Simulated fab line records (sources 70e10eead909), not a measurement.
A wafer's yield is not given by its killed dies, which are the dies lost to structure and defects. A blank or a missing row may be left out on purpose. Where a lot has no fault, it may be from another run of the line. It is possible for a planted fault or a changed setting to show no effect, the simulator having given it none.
Which tool is to blame? || flow nand harc || 12 lots, 35 wafers sampled, at 5 steps of a route of 1302

## WHAT THE GAUGES READ, wafer by wafer
NHARC_END_SORT_01.
{"lot": "L274", "measured": "day 28 10:50", "on": "prober-01", "killed at array": "653 59 65", "killed at other": "2 3 1", "killed at periphery": "6 10 7", "killed dies": "661 72 73", "killed open": "2 5 6", "killed short": "4 1 1"}
{"lot": "L276", "measured": "day 28 11:41", "on": "prober-02", "killed at array": "35 657 41", "killed at other": "0 0 1", "killed at periphery": "11 8 10", "killed dies": "46 665 52", "killed open": "5 1 7", "killed short": "2 4 4"}
{"lot": "L277", "measured": "day 29 17:09", "on": "prober-02", "killed at array": "27 654", "killed at other": "2 1", "killed at periphery": "13 13", "killed dies": "42 668", "killed open": "1 4", "killed short": "2 2"}

## WHAT TOOL EACH LOT RAN ON (gives the tool, then ch and the chambers of the sampled wafers, and finally the start)
{"lot": "L267", "NHARC_A_STAIRCASE_STRIP_175": "plasma asher-01 ch 0,1, day 16 13:28", "NHARC_A_STAIRCASE_TRIM_193": "rie diel-06 ch 2,3, day 16 15:50 or earlier", "NHARC_A_STAIRCASE_ETCH_194": "rie diel-06 ch 2,3, day 16 15:50", "NHARC_A_STAIRCASE_TRIM_196": "rie diel-07 ch 0,1,3, day 16 16:05"}
{"lot": "L274", "NHARC_A_STAIRCASE_STRIP_175": "plasma asher-02 ch 0,1, day 20 01:36", "NHARC_A_STAIRCASE_TRIM_193": "rie diel-06 ch 0,1,3, day 20 04:12 or earlier", "NHARC_A_STAIRCASE_ETCH_194": "rie diel-06 ch 0,1,3, day 20 04:12", "NHARC_A_STAIRCASE_TRIM_196": "rie diel-06 ch 0,1,3, day 20 04:23"}
{"lot": "L276", "NHARC_A_STAIRCASE_STRIP_175": "plasma asher-02 ch 0,1, day 20 06:44", "NHARC_A_STAIRCASE_TRIM_193": "rie diel-06 ch 0,1, day 20 10:12 or earlier", "NHARC_A_STAIRCASE_ETCH_194": "rie diel-06 ch 0,1, day 20 10:12", "NHARC_A_STAIRCASE_TRIM_196": "rie diel-08 ch 0,1, day 20 10:23"}
{"lot": "L277", "NHARC_A_STAIRCASE_STRIP_175": "plasma asher-02 ch 0,1, day 20 21:26", "NHARC_A_STAIRCASE_TRIM_193": "rie diel-06 ch 0, day 21 00:17 or earlier", "NHARC_A_STAIRCASE_ETCH_194": "rie diel-06 ch 1,3, day 21 00:17", "NHARC_A_STAIRCASE_TRIM_196": "rie diel-07 ch 2,3, day 21 00:29"}
{"lot": "L279", "NHARC_A_STAIRCASE_STRIP_175": "plasma asher-02 ch 0,1, day 21 17:23", "NHARC_A_STAIRCASE_TRIM_193": "rie diel-08 ch 0,1,2, day 21 19:50 or earlier", "NHARC_A_STAIRCASE_ETCH_194": "rie diel-08 ch 0,2,3, day 21 19:50", "NHARC_A_STAIRCASE_TRIM_196": "rie diel-08 ch 1,2,3, day 21 20:00"}
{"lot": "L278", "NHARC_A_STAIRCASE_STRIP_175": "plasma asher-01 ch 0,1, day 21 17:35", "NHARC_A_STAIRCASE_TRIM_193": "rie diel-07 ch 0,3, day 21 20:01 or earlier", "NHARC_A_STAIRCASE_ETCH_194": "rie diel-07 ch 0,1, day 21 20:01", "NHARC_A_STAIRCASE_TRIM_196": "rie diel-06 ch 1,2,3, day 21 20:16"}
{"lot": "L280", "NHARC_A_STAIRCASE_STRIP_175": "plasma asher-01 ch 0,1, day 22 09:42", "NHARC_A_STAIRCASE_TRIM_193": "rie diel-08 ch 0,2,3, day 22 12:19 or earlier", "NHARC_A_STAIRCASE_ETCH_194": "rie diel-08 ch 2,3, day 22 12:19", "NHARC_A_STAIRCASE_TRIM_196": "rie diel-07 ch 0,1,3, day 22 12:31"}
{"lot": "L282", "NHARC_A_STAIRCASE_STRIP_175": "plasma asher-01 ch 0, day 23 09:17", "NHARC_A_STAIRCASE_TRIM_193": "rie diel-07 ch 0,2, day 23 11:44 or earlier", "NHARC_A_STAIRCASE_ETCH_194": "rie diel-07 ch 1,2,3, day 23 11:44", "NHARC_A_STAIRCASE_TRIM_196": "rie diel-07 ch 0,1, day 23 11:55"}
{"lot": "L285", "NHARC_A_STAIRCASE_STRIP_175": "plasma asher-02 ch 0,1, day 24 09:53", "NHARC_A_STAIRCASE_TRIM_193": "rie diel-07 ch 0,2,3, day 24 12:17 or earlier", "NHARC_A_STAIRCASE_ETCH_194": "rie diel-07 ch 0,1,2, day 24 12:17", "NHARC_A_STAIRCASE_TRIM_196": "rie diel-07 ch 0,1,2, day 24 12:28"}
{"lot": "L284", "NHARC_A_STAIRCASE_STRIP_175": "plasma asher-02 ch 0,1, day 24 10:07", "NHARC_A_STAIRCASE_TRIM_193": "rie diel-06 ch 0,1,3, day 24 12:35 or earlier", "NHARC_A_STAIRCASE_ETCH_194": "rie diel-06 ch 0,1,3, day 24 12:35", "NHARC_A_STAIRCASE_TRIM_196": "rie diel-06 ch 0,2,3, day 24 12:47"}
{"lot": "L286", "NHARC_A_STAIRCASE_STRIP_175": "plasma asher-01 ch 0, day 24 21:32", "NHARC_A_STAIRCASE_TRIM_193": "rie diel-07 ch 2,3, day 25 00:21 or earlier", "NHARC_A_STAIRCASE_ETCH_194": "rie diel-07 ch 0,3, day 25 00:21", "NHARC_A_STAIRCASE_TRIM_196": "rie diel-07 ch 0,2,3, day 25 00:32"}
{"lot": "L287", "NHARC_A_STAIRCASE_STRIP_175": "plasma asher-01 ch 0,1, day 25 06:01", "NHARC_A_STAIRCASE_TRIM_193": "rie diel-06 ch 0,3, day 25 11:15 or earlier", "NHARC_A_STAIRCASE_ETCH_194": "rie diel-06 ch 1,2,3, day 25 11:15", "NHARC_A_STAIRCASE_TRIM_196": "rie diel-08 ch 1,2,3, day 25 11:26"}
- NHARC_A_STAIRCASE_STRIP_175: strips in O2.
- NHARC_A_STAIRCASE_TRIM_193: chemistry O2, time 211.2 s.
- NHARC_A_STAIRCASE_ETCH_194: etches the open film in C4F8/O2, target depth 100 nm, time 40.5 s.
- NHARC_A_STAIRCASE_TRIM_196: chemistry O2, time 211.2 s.

## AS READ BY THE TOOLS THEMSELVES (means over the sampled wafers that have a number; for cases with no such wafer, the mark the record gives instead)
NHARC_A_STAIRCASE_STRIP_175.
{"lot": "L267", "tool": "plasma asher-01", "drypump motor current A (A)": 5.4, "heater power w (W)": 311, "temp c (C)": 249.98}
{"lot": "L274", "tool": "plasma asher-02", "drypump motor current A (A)": 6.2, "heater power w (W)": 345, "temp c (C)": 250.05}
{"lot": "L276", "tool": "plasma asher-02", "drypump motor current A (A)": 6.2, "heater power w (W)": 332, "temp c (C)": 249.98}
{"lot": "L277", "tool": "plasma asher-02", "drypump motor current A (A)": 6.2, "heater power w (W)": 340, "temp c (C)": 250.02}
{"lot": "L279", "tool": "plasma asher-02", "drypump motor current A (A)": 6.2, "heater power w (W)": 350, "temp c (C)": 249.93}
{"lot": "L278", "tool": "plasma asher-01", "drypump motor current A (A)": 5.4, "heater power w (W)": 315, "temp c (C)": 250.03}
{"lot": "L280", "tool": "plasma asher-01", "drypump motor current A (A)": 5.4, "heater power w (W)": 314, "temp c (C)": 250.17}
{"lot": "L282", "tool": "plasma asher-01", "drypump motor current A (A)": 5.6, "heater power w (W)": 300, "temp c (C)": 249.99}
{"lot": "L285", "tool": "plasma asher-02", "drypump motor current A (A)": 6.2, "heater power w (W)": 336, "temp c (C)": 250.06}
{"lot": "L284", "tool": "plasma asher-02", "drypump motor current A (A)": 6.2, "heater power w (W)": 348, "temp c (C)": 250.11}
{"lot": "L286", "tool": "plasma asher-01", "drypump motor current A (A)": 5.6, "heater power w (W)": 301, "temp c (C)": 250.05}
{"lot": "L287", "tool": "plasma asher-01", "drypump motor current A (A)": 5.4, "heater power w (W)": 305, "temp c (C)": 249.90}

NHARC_A_STAIRCASE_TRIM_193.
{"lot": "L267", "tool": "rie diel-06", "drypump motor current A (A)": 6.1, "o2 flow sccm (sccm)": 501.8, "oes product au (a.u.)": 1.006, "rf vpp V (V)": 57.9, "showerhead plenum p Torr (Torr)": 3.48, "throttle valve pct (%)": 17.032}
{"lot": "L274", "tool": "rie diel-06", "drypump motor current A (A)": 5.7, "o2 flow sccm (sccm)": 500.3, "oes product au (a.u.)": 1.000, "rf vpp V (V)": 57.6, "showerhead plenum p Torr (Torr)": 3.56, "throttle valve pct (%)": 17.036}
{"lot": "L276", "tool": "rie diel-06", "drypump motor current A (A)": 5.6, "o2 flow sccm (sccm)": 501.5, "oes product au (a.u.)": 0.990, "rf vpp V (V)": 58.0, "showerhead plenum p Torr (Torr)": 3.63, "throttle valve pct (%)": 17.043}
{"lot": "L277", "tool": "rie diel-06", "drypump motor current A (A)": 5.5, "o2 flow sccm (sccm)": 499.9, "oes product au (a.u.)": 1.004, "rf vpp V (V)": 57.2, "showerhead plenum p Torr (Torr)": 3.71, "throttle valve pct (%)": 17.035}
{"lot": "L279", "tool": "rie diel-08", "drypump motor current A (A)": 5.5, "o2 flow sccm (sccm)": 497.9, "oes product au (a.u.)": 1.010, "rf vpp V (V)": 57.8, "showerhead plenum p Torr (Torr)": 3.52, "throttle valve pct (%)": 17.040}
{"lot": "L278", "tool": "rie diel-07", "drypump motor current A (A)": 5.9, "o2 flow sccm (sccm)": 500.9, "oes product au (a.u.)": 0.993, "rf vpp V (V)": 57.4, "showerhead plenum p Torr (Torr)": 3.63, "throttle valve pct (%)": 17.038}
{"lot": "L280", "tool": "rie diel-08", "drypump motor current A (A)": 5.4, "o2 flow sccm (sccm)": 498.7, "oes product au (a.u.)": 1.005, "rf vpp V (V)": 57.8, "showerhead plenum p Torr (Torr)": 3.43, "throttle valve pct (%)": 17.041}
{"lot": "L282", "tool": "rie diel-07", "drypump motor current A (A)": 5.8, "o2 flow sccm (sccm)": 499.7, "oes product au (a.u.)": 1.000, "rf vpp V (V)": 58.1, "showerhead plenum p Torr (Torr)": 3.68, "throttle valve pct (%)": 17.035}
{"lot": "L285", "tool": "rie diel-07", "drypump motor current A (A)": 5.6, "o2 flow sccm (sccm)": 500.6, "oes product au (a.u.)": 0.992, "rf vpp V (V)": 58.8, "showerhead plenum p Torr (Torr)": 3.59, "throttle valve pct (%)": 17.031}
{"lot": "L284", "tool": "rie diel-06", "drypump motor current A (A)": 5.7, "o2 flow sccm (sccm)": 499.8, "oes product au (a.u.)": 0.998, "rf vpp V (V)": 57.6, "showerhead plenum p Torr (Torr)": 3.54, "throttle valve pct (%)": 17.029}
{"lot": "L286", "tool": "rie diel-07", "drypump motor current A (A)": 5.3, "o2 flow sccm (sccm)": 499.6, "oes product au (a.u.)": 1.000, "rf vpp V (V)": 57.8, "showerhead plenum p Torr (Torr)": 3.56, "throttle valve pct (%)": 17.033}
{"lot": "L287", "tool": "rie diel-06", "drypump motor current A (A)": 5.8, "o2 flow sccm (sccm)": 499.5, "oes product au (a.u.)": 1.001, "rf vpp V (V)": 57.6, "showerhead plenum p Torr (Torr)": 3.54, "throttle valve pct (%)": 17.045}

NHARC_A_STAIRCASE_ETCH_194.
{"lot": "L267", "tool": "rie diel-06", "oes product au (a.u.)": 0.930, "rf fwd power W (W)": 590, "rf vpp V (V)": 893}
{"lot": "L274", "tool": "rie diel-06", "oes product au (a.u.)": 0.885, "rf fwd power W (W)": 591, "rf vpp V (V)": 896}
{"lot": "L276", "tool": "rie diel-06", "oes product au (a.u.)": 0.880, "rf fwd power W (W)": 591, "rf vpp V (V)": 900}
{"lot": "L277", "tool": "rie diel-06", "oes product au (a.u.)": 0.860, "rf fwd power W (W)": 588, "rf vpp V (V)": 894}
{"lot": "L279", "tool": "rie diel-08", "oes product au (a.u.)": 0.945, "rf fwd power W (W)": 592, "rf vpp V (V)": 892}
{"lot": "L278", "tool": "rie diel-07", "oes product au (a.u.)": 0.938, "rf fwd power W (W)": 594, "rf vpp V (V)": 900}
{"lot": "L280", "tool": "rie diel-08", "oes product au (a.u.)": 0.942, "rf fwd power W (W)": 594, "rf vpp V (V)": 890}
{"lot": "L282", "tool": "rie diel-07", "oes product au (a.u.)": 0.947, "rf fwd power W (W)": 593, "rf vpp V (V)": 897}
{"lot": "L285", "tool": "rie diel-07", "oes product au (a.u.)": 0.932, "rf fwd power W (W)": 595, "rf vpp V (V)": 900}
{"lot": "L284", "tool": "rie diel-06", "oes product au (a.u.)": 0.951, "rf fwd power W (W)": 589, "rf vpp V (V)": 897}
{"lot": "L286", "tool": "rie diel-07", "oes product au (a.u.)": 0.944, "rf fwd power W (W)": 595, "rf vpp V (V)": 899}
{"lot": "L287", "tool": "rie diel-06", "oes product au (a.u.)": 0.956, "rf fwd power W (W)": 590, "rf vpp V (V)": 893}

NHARC_A_STAIRCASE_TRIM_196.
{"lot": "L267", "tool": "rie diel-07", "drypump motor current A (A)": 5.5, "o2 flow sccm (sccm)": 499.5, "oes product au (a.u.)": 0.994, "rf vpp V (V)": 57.6, "showerhead plenum p Torr (Torr)": 3.61, "throttle valve pct (%)": 17.042}
{"lot": "L274", "tool": "rie diel-06", "drypump motor current A (A)": 5.7, "o2 flow sccm (sccm)": 501.1, "oes product au (a.u.)": 0.992, "rf vpp V (V)": 57.9, "showerhead plenum p Torr (Torr)": 3.56, "throttle valve pct (%)": 17.042}
{"lot": "L276", "tool": "rie diel-08", "drypump motor current A (A)": 5.4, "o2 flow sccm (sccm)": 500.7, "oes product au (a.u.)": 1.002, "rf vpp V (V)": 57.4, "showerhead plenum p Torr (Torr)": 3.54, "throttle valve pct (%)": 17.044}
{"lot": "L277", "tool": "rie diel-07", "drypump motor current A (A)": 5.2, "o2 flow sccm (sccm)": 499.9, "oes product au (a.u.)": 0.996, "rf vpp V (V)": 56.4, "showerhead plenum p Torr (Torr)": 3.56, "throttle valve pct (%)": 17.037}
{"lot": "L279", "tool": "rie diel-08", "drypump motor current A (A)": 5.5, "o2 flow sccm (sccm)": 499.2, "oes product au (a.u.)": 1.010, "rf vpp V (V)": 56.9, "showerhead plenum p Torr (Torr)": 3.45, "throttle valve pct (%)": 17.033}
{"lot": "L278", "tool": "rie diel-06", "drypump motor current A (A)": 6.1, "o2 flow sccm (sccm)": 498.2, "oes product au (a.u.)": 0.999, "rf vpp V (V)": 57.1, "showerhead plenum p Torr (Torr)": 3.47, "throttle valve pct (%)": 17.044}
{"lot": "L280", "tool": "rie diel-07", "drypump motor current A (A)": 5.5, "o2 flow sccm (sccm)": 500.8, "oes product au (a.u.)": 0.988, "rf vpp V (V)": 58.0, "showerhead plenum p Torr (Torr)": 3.59, "throttle valve pct (%)": 17.040}
{"lot": "L282", "tool": "rie diel-07", "drypump motor current A (A)": 5.8, "o2 flow sccm (sccm)": 500.3, "oes product au (a.u.)": 0.989, "rf vpp V (V)": 58.3, "showerhead plenum p Torr (Torr)": 3.67, "throttle valve pct (%)": 17.035}
{"lot": "L285", "tool": "rie diel-07", "drypump motor current A (A)": 5.5, "o2 flow sccm (sccm)": 500.7, "oes product au (a.u.)": 0.998, "rf vpp V (V)": 57.1, "showerhead plenum p Torr (Torr)": 3.64, "throttle valve pct (%)": 17.040}
{"lot": "L284", "tool": "rie diel-06", "drypump motor current A (A)": 6.0, "o2 flow sccm (sccm)": 499.2, "oes product au (a.u.)": 0.991, "rf vpp V (V)": 58.3, "showerhead plenum p Torr (Torr)": 3.53, "throttle valve pct (%)": 17.040}
{"lot": "L286", "tool": "rie diel-07", "drypump motor current A (A)": 5.6, "o2 flow sccm (sccm)": 499.7, "oes product au (a.u.)": 0.994, "rf vpp V (V)": 58.6, "showerhead plenum p Torr (Torr)": 3.59, "throttle valve pct (%)": 17.028}
{"lot": "L287", "tool": "rie diel-08", "drypump motor current A (A)": 5.6, "o2 flow sccm (sccm)": 500.3, "oes product au (a.u.)": 1.006, "rf vpp V (V)": 57.6, "showerhead plenum p Torr (Torr)": 3.44, "throttle valve pct (%)": 17.039}

## THE ANSWER, worked out from the rows above alone
Rule: what is usual is taken from the lots themselves. Put in order of their means at a reading, lots are off if they are a third of the lots or fewer, leave a main group of 4 or more, and stand apart from it by a gap of 3 or more times the standard deviation of the main group's means; of several such gaps the widest counts. A main group whose means are all the same, to the digits that the tables above print for the reading, isn't used. A lot without any number at a reading at which 4 lots or more have one is off too. Where the step has rows for the other lots, those lots are counted as sound. First the gauges in route order, then the tools' own readings, where a lot's mean is used as printed above. At the first step where some lot is off, the reading lying furthest off is the one used; lots without a number count as furthest.
Off, at NHARC_A_STAIRCASE_ETCH_194 on oes product au: L274, L276, L277. For the main group the mean is 0.943 a.u. and the standard deviation 0.008.
A tool fits if, at that step or a process step before it, it ran every lot that is off, and no sound lot after the first of them. NHARC_A_STAIRCASE_TRIM_193 gives no start for some lots, so the hours and the order of its lots are those of NHARC_A_STAIRCASE_ETCH_194. None of those tried fits.

## WHAT THE SIMULATOR HAD INSERTED
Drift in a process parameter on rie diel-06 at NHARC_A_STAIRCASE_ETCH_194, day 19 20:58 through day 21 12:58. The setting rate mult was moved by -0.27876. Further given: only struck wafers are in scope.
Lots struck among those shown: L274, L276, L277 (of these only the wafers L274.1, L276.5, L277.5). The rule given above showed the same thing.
